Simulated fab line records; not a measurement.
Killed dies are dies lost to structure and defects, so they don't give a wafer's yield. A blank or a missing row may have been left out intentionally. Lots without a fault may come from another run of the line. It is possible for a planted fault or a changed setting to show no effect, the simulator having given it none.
Split-lot experiment | flow n5 finfet | on a route of 1938 steps: 7 lots, 21 wafers read

== ABOUT THE SPLIT ==
At N5_BEOL_M8_DEP_56 (deposits SiCN from 3MS/NH3, target thk 10 nm, time 17.5 s), the setting time s was moved away from the recipe's 17.5 s on 8 of the 21 wafers read, by -14.2% to +13.5%. For the rest of the wafers, this setting stayed at what the recipe calls for.

The reading is taken at the split's own step.

== THE READING ==
SiCN_of_BEOL_M8_DEP_56.thk nm (the simulator's own value, which no gauge read), in nm, at N5_BEOL_M8_DEP_56 (deposits SiCN from 3MS/NH3, target thk 10 nm, time 17.5 s). No usual value for it is given in the file. Across the 13 wafers here that went through the recipe, the average is 10.1 nm and the standard deviation 0.2 nm.

wafer  | tool, chamber at the split | time s as run, s | against the recipe | SiCN_of_BEOL_M8_DEP_56.thk nm, nm | against lot-mates on the recipe
L083.3 | pecvd-04, 0                | 19.86            | +13.5%             | 11.2                              | +1.2
L083.4 | pecvd-04, 2                | 17.5             | recipe             | 10                                | -
L083.6 | pecvd-04, 0                | 19.86            | +13.5%             | 11.4                              | +1.4
L090.1 | pecvd-04, 2,0              | 17.5             | recipe             | 10                                | -
L090.2 | pecvd-04, 2,0              | 17.5             | recipe             | 10                                | -
L090.6 | pecvd-04, 2                | 17.5             | recipe             | 10.2                              | -
L091.2 | pecvd-04, 0                | 19.14            | +9.4%              | 11                                | +0.8
L091.5 | pecvd-04, 0                | 19.14            | +9.4%              | 11                                | +0.8
L091.4 | pecvd-04, 1                | 17.5             | recipe             | 10.2                              | -
L089.2 | pecvd-03, 0                | 15.02            | -14.2%             | 8.6                               | -1.6
L089.5 | pecvd-03, 1                | 15.02            | -14.2%             | 8.8                               | -1.4
L089.6 | pecvd-03, 2                | 17.5             | recipe             | 10.2                              | -
L092.1 | pecvd-02, 2                | 17.5             | recipe             | 9.6                               | -
L092.3 | pecvd-02, 1                | 17.5             | recipe             | 9.8                               | -
L092.5 | pecvd-02, 0                | 17.5             | recipe             | 10                                | -
L094.2 | pecvd-04, 1,2              | 17.5             | recipe             | 10.2                              | -
L094.4 | pecvd-04, 1,2              | 17.5             | recipe             | 10.2                              | -
L094.6 | pecvd-04, 1                | 17.5             | recipe             | 10.4                              | -
L097.1 | pecvd-02, 0                | 16.15            | -7.7%              | 9.4                               | -0.8
L097.2 | pecvd-02, 2                | 16.15            | -7.7%              | 9.2                               | -1.0
L097.4 | pecvd-02, 1                | 17.5             | recipe             | 10.2                              | -
When a row names more than one chamber, that row covers several wafers, and the file does not tell which wafer ran in which chamber.

THE FIT
A straight line over all 21 wafers: SiCN_of_BEOL_M8_DEP_56.thk nm changes by +0.0956 nm for each +1% of time s; r = +0.97; the points scatter about the line by 0.18 nm.
The same after taking each lot's own level away (the mean of its wafers on the recipe; 21 wafers): +0.1 nm for each +1%; r = +0.99; scatter 0.12 nm.
According to that fit, moving time s by its largest amount changes the reading by 1.4 nm.
The lots' own levels span 9.80 to 10.27 nm, that is 2.3 times the standard deviation above.
Hence the lot-to-lot level has little effect on the slope; both slopes agree.
Check: with one of the wafers moved furthest among these (-14.2%) left out of the fit, the line predicts -1.42 nm for it against its lot-mates. Against them it came out at -1.6 nm.

== THESE WAFERS: OTHER SPLITS ==
Note: prior to the reading, these wafers also went through further splits. Each is held against what the fit with the lots' levels taken away leaves over:
other split on the same wafers     | wafers away from the commonest value | r with SiCN_of_BEOL_M8_DEP_56.thk nm (lot level and that fit taken away)
N5_BEOL_M4_TRENCH_ETCH_37 time s   | 7                                    | -0.24
N5_BEOL_M5_COAT_05 spin rpm        | 4                                    | -0.18
N5_BEOL_M5_DESCUM_16 time s        | 8                                    | -0.14
N5_BEOL_M6_HM_DEP_02 target thk a  | 5                                    | +0.20
N5_BEOL_M6_VIA_ETCH_34 time s      | 4                                    | -0.25
N5_BEOL_M6_ETCH_41 time s          | 8                                    | -0.26
N5_BEOL_M7_TRENCH_ETCH_37 source w | 7                                    | +0.40

== THE FILE'S OWN FIT ==
SiCN_of_BEOL_M8_DEP_56.thk nm changes by +0.1 nm for each +1% of time s, r = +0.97.
